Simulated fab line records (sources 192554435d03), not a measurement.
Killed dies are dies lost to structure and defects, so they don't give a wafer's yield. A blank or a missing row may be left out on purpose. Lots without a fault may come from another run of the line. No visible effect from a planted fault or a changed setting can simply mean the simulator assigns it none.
fab line records ; flow n5-finfet
record: lots: 10; wafers: 30; last-day: 17
route steps=1938 shown BEOL_M10@1473 PASSIVATION@1936
lots with no fault: from the same line, run without faults
start-h: start of the lot's first displayed wafer, in hours after the record's first day ; wait-h: how many hours have passed since the lot's step before this one ; " the same as in the row above ; L1.1+2: several wafers, shown together as one row ; - no value present, or no start provided ; * or withheld: withheld ; < > ~ a bound
route shown NAME@n: names a module that has steps shown in the file, with the first one's number in the route ; usual: mean and standard deviation over wafers with no fault ; same: alike in all rows ; chamber/n: place in a boat ; sites: per-site readings ; _std_site: how widely they spread, as a standard deviation ; _edge_site: mean of outer sites minus mean of inner sites ; radius-mm: for every site, how far away it sits from the centre of the wafer ; mask NAME#n: copy n ; behind: the most recent tool/chamber to have shaped the wafer ; hold: why the lot was held/for how many hours/how that ended ; device: transistor that didn't switch, given as n, p or np ; end of line: tests run on the same wafers once the route is complete ; a step given without rows: its recipe and nothing more ; killed: dies that structure and defects cost at the first sort, which is not the same as the wafer's yield ; map: shows each die of a wafer: x if killed, . if not, _ if none is there
set.NAME: the setting that was run; set.NAME@STEP: the one run at that earlier step ; model.NAME: the simulator's own value behind a step, which no gauge read
a sample of lots followed through the steps of the route, with each step as a table and each wafer as a row
services: when a tool's chamber went out of use (start-h, in hours from the record's first day, below 0 if earlier), for how many hours, and the reason
== steps ==
step: N5_BEOL_M10_PECVD_70
recipe: material: SiO2; target-thk-a: 200; temp-c: 400; precursor: TEOS/O2; pressure-torr: 5.5; rf-w: 450; teos-flow-sccm: 53.8; gas: O2; flow-sccm: 3000; time-s: 22.7
usual: heater-power-w: 719/82; rf-fwd-power-W: 444.3/1.8; showerhead-plenum-p-Torr: 8.81/0.07; throttle-valve-pct: 22.4/1.2
lot.wafer;tool;chamber;start-h;wait-h;heater-power-w;rf-fwd-power-W;showerhead-plenum-p-Torr;throttle-valve-pct
L916.1;pecvd-02;0;231.67;0.0;764;444.1;8.82;22.8
L916.3;pecvd-02;1;231.67;0.0;651;442.4;8.89;24.7
L916.5;pecvd-02;0;231.67;0.0;742;443.7;8.81;22.6
L917.3;pecvd-04;1;232.40;0.0;749;442.8;8.82;21.2
L917.4;pecvd-04;0;232.40;0.0;710;443.4;8.69;20.9
L917.6;pecvd-04;2;232.40;0.0;678;444.6;8.79;21.2
L918.1;pecvd-02;2;248.69;0.0;715;441.8;8.83;21.9
L918.3;pecvd-02;1;248.69;0.0;608;441.2;8.87;24.7
L918.6;pecvd-02;0;248.69;0.0;752;443.7;8.83;23.0
L919.1;pecvd-02;1;248.88;0.0;590;442.2;8.91;24.5
L919.3;pecvd-02;2;248.88;0.0;621;444.9;8.82;21.9
L919.5;pecvd-02;1;248.88;0.0;592;442.7;8.84;24.8
L920.2;pecvd-02;1;256.52;0.0;680;444.2;8.86;24.5
L920.4;pecvd-02;2;256.52;0.0;674;445.8;8.84;22.1
L920.5;pecvd-02;1;256.52;0.0;673;445.6;8.89;24.5
L921.3;pecvd-02;0;256.57;0.0;736;442.9;8.81;22.9
L921.4;pecvd-02;0;256.57;0.0;728;443.7;8.80;22.8
L921.6;pecvd-02;2;256.57;0.0;577;442.3;8.83;21.9
L931.2;pecvd-04;1;312.68;0.0;725;445.9;8.84;21.1
L931.4;pecvd-04;1;312.68;0.0;708;444.6;8.83;21.3
L931.6;pecvd-04;0;312.68;0.0;793;443.8;8.66;21.3
L932.1;pecvd-03;0;327.59;0.0;856;447.3;8.69;22.8
L932.5;pecvd-03;1;327.59;0.0;777;442.2;8.66;22.5
L932.6;pecvd-03;0;327.59;0.0;846;446.0;8.71;22.6
L934.2;pecvd-02;0;339.24;0.0;713;444.1;8.82;22.9
L934.5;pecvd-02;2;339.24;0.0;649;443.1;8.86;22.0
L934.6;pecvd-02;1;339.24;0.0;644;443.0;8.88;24.3
L937.1;pecvd-02;1;358.60;0.0;712;442.1;8.89;24.5
L937.5;pecvd-02;0;358.60;0.0;761;445.2;8.82;22.8
L937.6;pecvd-02;1;358.60;0.0;689;443.1;8.88;24.5
step: N5_BEOL_M10_ETCH_66
recipe: chemistry: N2/H2; target: SOC; target-depth-a: 1200; overetch-a: 240; mask-material: SiARC; temp-c: 40; time-s: 180; ion-energy-ev: 200; pressure-mtorr: 30; source-w: 840; bias-w: 150; n2-flow-sccm: 200; h2-flow-sccm: 200
usual: drypump-motor-current-A: 5.7/0.34; oes-product-au: 0.65/0.063; rf-fwd-power-W: 836.0/2.6; rf-vpp-V: 524.7/2.6; showerhead-plenum-p-Torr: 2.56/0.082; throttle-valve-pct: 17.83/0.25
lot.wafer;tool;chamber;start-h;wait-h;drypump-motor-current-A;oes-product-au;rf-fwd-power-W;rf-hours-counter-h;rf-vpp-V;showerhead-plenum-p-Torr;throttle-valve-pct
L916.1;rie-diel-01;0;238.03;0.0;6.2;0.62;836.0;147;523.5;2.53;17.84
L916.3;rie-diel-01;3;238.03;0.0;5.1;0.73;839.2;21;527.1;2.70;17.55
L916.5;rie-diel-01;2;238.03;0.0;6.2;0.73;835.8;-;526.2;2.58;17.71
L917.3;rie-diel-05;2;238.31;0.0;5.9;0.73;837.4;36;522.9;2.51;18.30
L917.4;rie-diel-05;0;238.31;0.0;5.8;0.59;836.7;202;523.2;2.51;17.82
L917.6;rie-diel-05;0;238.31;0.0;5.8;0.59;840.5;-;522.7;2.51;17.81
L918.1;rie-diel-01;1;252.63;0.0;6.0;0.62;831.9;135;528.3;2.65;17.64
L918.3;rie-diel-01;3;252.63;0.0;5.1;0.73;835.7;26;526.2;2.70;17.56
L918.6;rie-diel-01;2;252.63;0.0;6.2;0.72;833.0;-;525.0;2.57;17.72
L919.1;rie-diel-05;0;253.76;0.0;5.8;0.59;836.1;207;522.6;2.51;17.82
L919.3;rie-diel-05;2;253.76;0.0;5.9;0.71;834.5;41;522.0;2.50;18.31
L919.5;rie-diel-05;3;253.76;0.0;5.3;0.71;834.2;-;523.5;2.47;17.99
L920.2;rie-diel-01;2;259.24;0.0;6.2;0.71;835.0;45;525.4;2.57;17.73
L920.4;rie-diel-01;3;259.24;0.0;5.2;0.73;839.5;28;529.1;2.70;17.55
L920.5;rie-diel-01;0;259.24;0.0;6.2;0.61;838.3;-;525.9;2.52;17.83
L921.3;rie-diel-05;0;259.43;0.0;5.8;0.59;833.0;208;522.8;2.51;17.84
L921.4;rie-diel-05;3;259.43;0.0;5.3;0.71;835.8;34;522.9;2.47;18.01
L921.6;rie-diel-05;1;259.43;0.0;5.8;0.68;838.1;-;524.4;2.56;17.36
L931.2;rie-diel-05;0;316.79;0.0;5.8;0.57;835.4;227;522.4;2.50;17.87
L931.4;rie-diel-05;2;316.79;0.0;5.9;0.68;834.7;68;522.9;2.49;18.37
L931.6;rie-diel-05;1;316.79;0.0;5.8;0.66;834.4;-;526.2;2.55;17.40
L932.1;rie-diel-03;1;330.69;0.0;5.4;0.74;833.7;13;528.4;2.67;17.62
L932.5;rie-diel-03;1;330.69;0.0;5.4;0.75;834.3;-;526.6;2.67;17.62
L932.6;rie-diel-03;0;330.69;0.0;5.5;0.54;834.7;-;525.3;2.60;18.27
L934.2;rie-diel-03;0;341.85;0.0;5.5;0.53;832.5;248;524.6;2.59;18.27
L934.5;rie-diel-03;3;341.85;0.0;5.6;0.62;839.2;-;521.6;2.55;17.75
L934.6;rie-diel-03;0;341.85;0.0;5.6;0.54;832.4;-;525.8;2.59;18.28
L937.1;rie-diel-03;2;363.10;0.1;5.7;0.56;839.9;238;519.7;2.41;18.02
L937.5;rie-diel-03;1;363.10;0.1;5.4;0.72;835.6;-;529.5;2.67;17.63
L937.6;rie-diel-03;2;363.10;0.1;5.7;0.56;837.1;-;520.3;2.41;18.01
step: N5_BEOL_M10_CD_MEAS_35
recipe: target-cd-nm: 70; polarity: opening
usual: cd-nm: 69.9/0.75
lot.wafer;tool;chamber;start-h;wait-h;cd-nm
L916.1;cd-sem-03;-;238.59;0.0;69.4
L916.3;cd-sem-03;-;238.59;0.0;69.5
L916.5;cd-sem-03;-;238.59;0.0;69.6
L917.3;cd-sem-02;-;238.87;0.0;70.1
L917.4;cd-sem-02;-;238.87;0.0;70.7
L917.6;cd-sem-02;-;238.87;0.0;68.8
L918.1;cd-sem-01;-;253.19;0.0;70.1
L918.3;cd-sem-01;-;253.19;0.0;70.5
L918.6;cd-sem-01;-;253.19;0.0;69.5
L919.1;cd-sem-01;-;254.34;0.0;70.6
L919.3;cd-sem-01;-;254.34;0.0;69.8
L919.5;cd-sem-01;-;254.34;0.0;70.3
L920.2;cd-sem-03;-;259.81;0.0;70.0
L920.4;cd-sem-03;-;259.81;0.0;70.9
L920.5;cd-sem-03;-;259.81;0.0;69.6
L921.3;cd-sem-01;-;259.99;0.0;69.4
L921.4;cd-sem-01;-;259.99;0.0;69.7
L921.6;cd-sem-01;-;259.99;0.0;69.6
L931.2;cd-sem-02;-;317.36;0.0;69.4
L931.4;cd-sem-02;-;317.36;0.0;69.1
L931.6;cd-sem-02;-;317.36;0.0;70.2
L932.1;cd-sem-03;-;331.34;0.0;70.6
L932.5;cd-sem-03;-;331.34;0.0;69.9
L932.6;cd-sem-03;-;331.34;0.0;70.0
L934.2;cd-sem-01;-;342.41;0.0;71.7
L934.5;cd-sem-01;-;342.41;0.0;70.3
L934.6;cd-sem-01;-;342.41;0.0;69.7
L937.1;cd-sem-02;-;363.85;0.0;70.3
L937.5;cd-sem-02;-;363.85;0.0;68.7
L937.6;cd-sem-02;-;363.85;0.0;69.8
step: N5_BEOL_M10_SURFACE_TREAT_76
recipe: gas: Ar; time-s: *; ion-energy-ev: *; ion-current-ma-cm2: 0.5; pressure-mtorr: *; ar-flow-sccm: 30
usual: throttle-valve-pct: *
lot.wafer;tool;chamber;start-h;wait-h;throttle-valve-pct
L916.1;pvd-sputter-03;-;239.42;0.2;*
L916.3;pvd-sputter-03;-;239.42;0.2;*
L916.5;pvd-sputter-03;-;239.42;0.2;*
L917.3;pvd-sputter-01;-;240.02;0.2;*
L917.4;pvd-sputter-01;-;240.02;0.2;*
L917.6;pvd-sputter-01;-;240.02;0.2;*
L918.1;pvd-sputter-03;-;254.83;0.2;*
L918.3;pvd-sputter-03;-;254.83;0.2;*
L918.6;pvd-sputter-03;-;254.83;0.2;*
L919.1;pvd-sputter-01;-;255.10;0.2;*
L919.3;pvd-sputter-01;-;255.10;0.2;*
L919.5;pvd-sputter-01;-;255.10;0.2;*
L920.2;pvd-sputter-02;-;260.93;0.2;*
L920.4;pvd-sputter-02;-;260.93;0.2;*
L920.5;pvd-sputter-02;-;260.93;0.2;*
L921.3;pvd-sputter-02;-;261.05;0.2;*
L921.4;pvd-sputter-02;-;261.05;0.2;*
L921.6;pvd-sputter-02;-;261.05;0.2;*
L931.2;pvd-sputter-03;-;318.22;0.2;*
L931.4;pvd-sputter-03;-;318.22;0.2;*
L931.6;pvd-sputter-03;-;318.22;0.2;*
L932.1;pvd-sputter-01;-;332.13;0.2;*
L932.5;pvd-sputter-01;-;332.13;0.2;*
L932.6;pvd-sputter-01;-;332.13;0.2;*
L934.2;pvd-sputter-02;-;343.46;0.2;*
L934.5;pvd-sputter-02;-;343.46;0.2;*
L934.6;pvd-sputter-02;-;343.46;0.2;*
L937.1;pvd-sputter-02;-;365.28;0.2;*
L937.5;pvd-sputter-02;-;365.28;0.2;*
L937.6;pvd-sputter-02;-;365.28;0.2;*
step: N5_BEOL_M10_CMP_52
recipe: stop-on: SiCOH_lowk; t-overpolish-s: 7; down-force-psi: 1; platen-rpm: 50; clearing-platen-down-force-psi: 1.5; clearing-platen-rpm: 50; post-cmp-clean: cu-alkaline; target-thk-nm: 140; clearing-platen-pad-velocity-m-s: 0.99484; pad-velocity-m-s: 0.99484
usual: barrier-field-endpoint-s: 28.6/0.88; motor-current-A: 6.1/0.65; overpolish-run-s: 7.001/0.0089
lot.wafer;tool;chamber;start-h;wait-h;barrier-field-endpoint-s;motor-current-A;overpolish-run-s
L916.3;cmp-02;1;240.26;0.2;29.7;5.6;7.014
L916.1;cmp-02;3;240.26;0.2;29.5;5.5;7.009
L916.5;cmp-02;2;240.26;0.2;29.2;6.6;6.985
L917.3;cmp-03;2;244.70;0.4;29.0;5.9;6.993
L917.4;cmp-03;3;244.70;0.4;28.4;6.3;6.983
L917.6;cmp-03;1;244.70;0.4;30.2;6.0;6.985
L918.3;cmp-01;0;255.63;0.2;29.2;5.5;6.993
L918.1;cmp-01;1;255.63;0.2;27.7;6.9;7.010
L918.6;cmp-01;1;255.63;0.2;27.9;7.2;6.989
L919.3;cmp-01;2;256.12;0.3;29.1;6.4;6.999
L919.1;cmp-01;1;256.12;0.3;28.8;7.4;7.003
L919.5;cmp-01;3;256.12;0.3;28.7;5.3;6.995
L920.2;cmp-02;3;261.87;0.3;29.3;5.3;6.998
L920.4;cmp-02;0;261.87;0.3;29.4;5.6;7.010
L920.5;cmp-02;2;261.87;0.3;42.4;6.5;4.709
L921.4;cmp-01;0;262.10;0.2;29.4;5.3;7.002
L921.3;cmp-01;1;262.10;0.2;41.8;7.6;5.282
L921.6;cmp-01;0;262.10;0.2;29.6;5.2;7.000
L931.4;cmp-01;2;320.52;0.4;29.7;6.2;6.995
L931.2;cmp-01;0;320.52;0.4;29.0;5.3;7.015
L931.6;cmp-01;2;320.52;0.4;28.5;6.0;6.995
L932.1;cmp-03;2;333.38;0.4;27.8;5.8;7.011
L932.5;cmp-03;3;333.38;0.4;27.5;6.3;7.008
L932.6;cmp-03;0;333.38;0.4;27.3;7.2;6.991
L934.2;cmp-03;3;344.26;0.2;27.0;5.9;6.995
L934.5;cmp-03;3;344.26;0.2;27.9;6.2;6.997
L934.6;cmp-03;0;344.26;0.2;26.9;6.6;7.017
L937.1;cmp-01;0;366.32;0.4;28.6;5.2;6.999
L937.5;cmp-01;1;366.32;0.4;28.6;7.1;6.992
L937.6;cmp-01;2;366.32;0.4;28.6;6.1;7.022
step: N5_PASSIVATION_PROBE_49
usual: defect-limited-yield: 90.5/1.7; killed_at_M0_to_M3: 37/12; killed_at_M4_up: 14/5.2; killed-at-contacts: 12/5.9; killed-at-front-end: 45/14; killed-at-other: 3.5/2.8; killed-dies: 112/21; killed-open: 73/15; killed-short: 36/8.9; sort_bin_4_leakage: 0.00/0.007; sort_bin_5_function: 5.6/1.2; sort_bin_6_memory: 3.5/0.68; sort_bin_8_speed: 0.01/0.1; sort-n-pass: 1068/21; sort-yield-pct: 90.5/1.8
same: gross-dies: 1180; killed-at-back-side: 0
lot.wafer;tool;chamber;start-h;wait-h;defect-limited-yield[%];killed_at_M0_to_M3;killed_at_M4_up;killed-at-contacts;killed-at-front-end;killed-at-other;killed-dies;killed-open;killed-short;sort_bin_4_leakage[%];sort_bin_5_function[%];sort_bin_6_memory[%];sort_bin_8_speed[%];sort-n-pass;sort-yield-pct[%]
L916.1;prober-01;-;294.41;0.0;88.6;46;10;20;49;9;134;92;36;0;6.6;4.1;0;1046;88.6
L916.3;prober-01;-;294.51;0.1;88.5;43;6;26;60;1;136;88;44;0;7.3;4.0;0;1044;88.5
L916.5;prober-01;-;294.61;0.2;89.2;52;11;21;41;3;128;93;35;0;6.4;4.0;0;1052;89.2
L918.1;prober-01;-;308.17;0.1;92.2;25;14;17;31;5;92;61;29;0;5.7;2.0;0;1088;92.2
L918.3;prober-01;-;308.27;0.2;91.7;26;5;11;53;3;98;64;33;0;4.2;3.6;0;1082;91.7
L918.6;prober-01;-;308.42;0.3;91.3;29;16;13;43;2;103;63;39;0;5.7;2.8;0;1077;91.3
L921.3;prober-02;-;319.73;0.1;89.3;37;11;12;66;0;126;81;43;0;6.2;3.6;0;1054;89.3
L921.4;prober-02;-;319.78;0.2;89.3;43;14;5;63;1;126;88;37;0;6.3;3.8;0;1054;89.3
L921.6;prober-02;-;319.88;0.3;89.4;35;15;17;58;0;125;86;35;0;6.5;3.9;0;1055;89.4
L931.2;prober-02;-;374.91;0.1;88.6;53;15;25;37;5;135;97;35;0;6.5;4.6;0;1045;88.6
L931.6;prober-02;-;375.11;0.3;86.9;70;9;24;49;2;154;98;48;0;7.3;4.8;0;1026;86.9
L932.1;prober-01;-;379.91;0.6;90.7;46;11;8;39;6;110;77;30;0;5.5;3.3;0;1070;90.7
L932.5;prober-01;-;380.11;0.8;92.9;28;7;16;28;5;84;56;23;0;4.7;2.0;0;1096;92.9
L932.6;prober-01;-;380.16;0.8;90.7;42;9;7;44;8;110;75;32;0;5.0;4.1;0;1070;90.7
L934.2;prober-01;-;391.50;0.1;85.4;60;12;18;77;5;172;114;54;0;10.0;4.2;0;1008;85.4
L934.5;prober-01;-;391.65;0.2;87.5;52;9;18;65;4;148;97;49;0;7.8;4.2;0;1032;87.5
L934.6;prober-01;-;391.70;0.3;89.6;38;12;12;57;4;123;78;39;0;6.2;3.9;0;1057;89.6
killed by level:class
L916.1 MOL_CONTACT_COAG:geometric-particle:open=16 BEOL_M3:geometric-particle:open=14 STI_FIN_REVEAL:geometric-particle:open=9 BEOL_M0_SAQP:geometric-particle:open=9 ILD0:geometric-particle:open=8 BEOL_M2:geometric-particle:open=8 FIN_SAQP:geometric-particle:open=7 BEOL_M0_SAQP:geometric-particle:short=6
L916.3 MOL_CONTACT_COAG:geometric-particle:open=19 BEOL_M0_SAQP:geometric-particle:short=18 FIN_SAQP:geometric-particle:open=16 STI_FIN_REVEAL:geometric-particle:open=11 BEOL_M0_SAQP:geometric-particle:open=11 DUMMY_GATE:geometric-particle:open=7 MOL_CONTACT_COAG:geometric-particle:short=7 BEOL_M2:geometric-particle:open=5
L916.5 MOL_CONTACT_COAG:geometric-particle:open=19 BEOL_M3:geometric-particle:open=14 STI_FIN_REVEAL:geometric-particle:open=11 BEOL_M2:geometric-particle:open=10 BEOL_M0_SAQP:geometric-particle:short=9 BEOL_M0_SAQP:geometric-particle:open=8 DUMMY_GATE:geometric-particle:open=6 FIN_SAQP:geometric-particle:open=5
L918.1 MOL_CONTACT_COAG:geometric-particle:open=15 FIN_SAQP:geometric-particle:open=9 FIN_SAQP:geometric-particle:short=8 BEOL_M0_SAQP:geometric-particle:open=6 STI_FIN_REVEAL:geometric-particle:open=6 BEOL_M0_SAQP:geometric-particle:short=6 BEOL_M3:geometric-particle:open=6 BEOL_M4:geometric-particle:open=6
L918.3 FIN_SAQP:geometric-particle:short=9 FIN_SAQP:geometric-particle:open=9 MOL_CONTACT_COAG:geometric-particle:open=9 GATE_CUT:geometric-particle:short=8 BEOL_M1:geometric-particle:open=8 STI_FIN_REVEAL:geometric-particle:open=6 GATE_CUT:geometric-particle:open=5 BEOL_M0_SAQP:geometric-particle:open=5
L918.6 STI_FIN_REVEAL:geometric-particle:open=14 MOL_CONTACT_COAG:geometric-particle:open=9 BEOL_M3:geometric-particle:open=8 BEOL_M0_SAQP:geometric-particle:short=7 FIN_SAQP:geometric-particle:short=6 FIN_SAQP:geometric-particle:open=5 BEOL_M2:geometric-particle:open=5 BEOL_M4:geometric-particle:short=5
L921.3 STI_FIN_REVEAL:geometric-particle:open=20 FIN_SAQP:geometric-particle:short=13 FIN_SAQP:geometric-particle:open=12 BEOL_M0_SAQP:geometric-particle:short=12 BEOL_M0_SAQP:geometric-particle:open=11 MOL_CONTACT_COAG:geometric-particle:open=10 GATE_CUT:geometric-particle:short=9 BEOL_M4:geometric-particle:open=6
L921.4 STI_FIN_REVEAL:geometric-particle:open=23 FIN_SAQP:geometric-particle:open=15 BEOL_M2:geometric-particle:open=11 FIN_SAQP:geometric-particle:short=10 BEOL_M0_SAQP:geometric-particle:short=9 BEOL_M0_SAQP:geometric-particle:open=8 BEOL_M1:geometric-particle:open=6 MOL_CONTACT_COAG:geometric-particle:open=5
L921.6 FIN_SAQP:geometric-particle:open=17 MOL_CONTACT_COAG:geometric-particle:open=16 STI_FIN_REVEAL:geometric-particle:open=15 BEOL_M0_SAQP:geometric-particle:open=12 FIN_SAQP:geometric-particle:short=9 BEOL_M0_SAQP:geometric-particle:short=9 BEOL_M3:geometric-particle:open=8 BEOL_M4:geometric-particle:open=6
L931.2 MOL_CONTACT_COAG:geometric-particle:open=20 BEOL_M0_SAQP:geometric-particle:short=16 STI_FIN_REVEAL:geometric-particle:open=11 BEOL_M0_SAQP:geometric-particle:open=11 BEOL_M3:geometric-particle:open=9 FIN_SAQP:geometric-particle:open=7 BEOL_M1:geometric-particle:open=7 BEOL_M4:geometric-particle:open=7
L931.6 MOL_CONTACT_COAG:geometric-particle:open=18 BEOL_M3:geometric-particle:open=14 BEOL_M0_SAQP:geometric-particle:open=13 FIN_SAQP:geometric-particle:short=12 FIN_SAQP:geometric-particle:open=12 BEOL_M0:geometric-particle:open=12 BEOL_M0_SAQP:geometric-particle:short=7 HKMG_FIN:area-etch=7
L932.1 STI_FIN_REVEAL:geometric-particle:open=12 BEOL_M1:geometric-particle:open=10 FIN_SAQP:geometric-particle:open=8 BEOL_M0_SAQP:geometric-particle:short=7 BEOL_M0_SAQP:geometric-particle:open=7 BEOL_M2:geometric-particle:open=7 MOL_CONTACT_COAG:geometric-particle:open=6 BEOL_M3:geometric-particle:open=6
L932.5 MOL_CONTACT_COAG:geometric-particle:open=10 BEOL_M3:geometric-particle:open=10 STI_FIN_REVEAL:geometric-particle:open=7 STARTING-WAFER:geometric-particle:short=6 BEOL_M2:geometric-particle:open=5 MOL_CONTACT_COAG:geometric-particle:short=4 BEOL_M1:geometric-particle:open=4 FIN_SAQP:geometric-particle:open=3
L932.6 FIN_SAQP:geometric-particle:open=9 BEOL_M0_SAQP:geometric-particle:open=9 BEOL_M0_SAQP:geometric-particle:short=7 FIN_SAQP:geometric-particle:short=6 STI_FIN_REVEAL:geometric-particle:open=6 MOL_CONTACT_COAG:geometric-particle:open=6 BEOL_M1:geometric-particle:open=6 BEOL_M2:geometric-particle:open=6
L934.2 STI_FIN_REVEAL:geometric-particle:open=40 BEOL_M3:geometric-particle:open=15 BEOL_M0_SAQP:geometric-particle:short=14 MOL_CONTACT_COAG:geometric-particle:open=13 BEOL_M0_SAQP:geometric-particle:open=11 FIN_SAQP:geometric-particle:short=9 STI_FIN_REVEAL:geometric-particle:short=6 GATE_CUT:geometric-particle:short=6
L934.5 STI_FIN_REVEAL:geometric-particle:open=28 BEOL_M0_SAQP:geometric-particle:short=17 MOL_CONTACT_COAG:geometric-particle:open=15 BEOL_M0_SAQP:geometric-particle:open=13 FIN_SAQP:geometric-particle:open=7 BEOL_M1:geometric-particle:open=7 FIN_SAQP:geometric-particle:short=6 STI_FIN_REVEAL:geometric-particle:short=6
L934.6 STI_FIN_REVEAL:geometric-particle:open=17 FIN_SAQP:geometric-particle:short=13 FIN_SAQP:geometric-particle:open=10 MOL_CONTACT_COAG:geometric-particle:open=9 BEOL_M0_SAQP:geometric-particle:short=9 BEOL_M0_SAQP:geometric-particle:open=9 BEOL_M2:geometric-particle:open=7 BEOL_M3:geometric-particle:open=7
== services ==
tool;chamber;start-h;hours;kind
cmp-03;-;215.20;0.3;repair
cmp-03;-;218.81;6.2;pm
pecvd-02;-;240.78;1.8;repair
rie-diel-03;-;253.52;0.4;repair
cmp-03;-;265.13;2.8;repair
rie-diel-05;0;265.47;8.7;repair
cmp-03;-;276.80;1.5;repair
rie-diel-05;2;279.25;2.4;repair
rie-diel-05;0;287.52;1.8;repair
rie-diel-01;3;288.67;23.6;repair
pvd-sputter-02;-;288.91;7.9;repair
rie-diel-05;1;290.79;6.3;repair
cmp-01;-;292.93;4.0;pm
rie-diel-03;0;293.22;10.1;repair
cmp-03;-;299.54;3.2;repair
pecvd-02;2;301.11;4.4;repair
pvd-sputter-02;-;303.50;6.2;repair
cmp-01;-;308.10;1.2;repair
pecvd-02;-;313.43;2.2;repair
rie-diel-01;0;317.16;9.8;repair
cmp-03;-;317.38;4.6;repair
rie-diel-05;1;317.84;8.7;repair
rie-diel-03;0;336.21;4.9;repair
rie-diel-01;-;349.21;14.6;pm
== key ==
first-sign: step: N5_BEOL_M10_CMP_52; reading: overpolish-run-s; direction: down; sigmas: 99+; usual: 7.001; struck: 4.995
effect: step: N5_BEOL_M10_CMP_52; reading: barrier-field-endpoint-s; direction: up; sigmas: 15; usual: 28.6; struck: 42.1
met-at N5_BEOL_M10_PECVD_70
struck-lots L920,L921
struck-wafers L920.5,L921.3
not-acting-at N5_BEOL_M10_ETCH_66,N5_BEOL_M10_CD_MEAS_35,N5_BEOL_M10_SURFACE_TREAT_76
onset-between 248.88 256.52
fault: kind: process-parameter-drift; tool: pecvd-02; chamber: -; onset-h: 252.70; steps: N5_BEOL_M10_PECVD_70; channel: time-s; offset: *; shape: step; end-h: 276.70; scope: struck-wafers-only; acts-in: *; stated: *
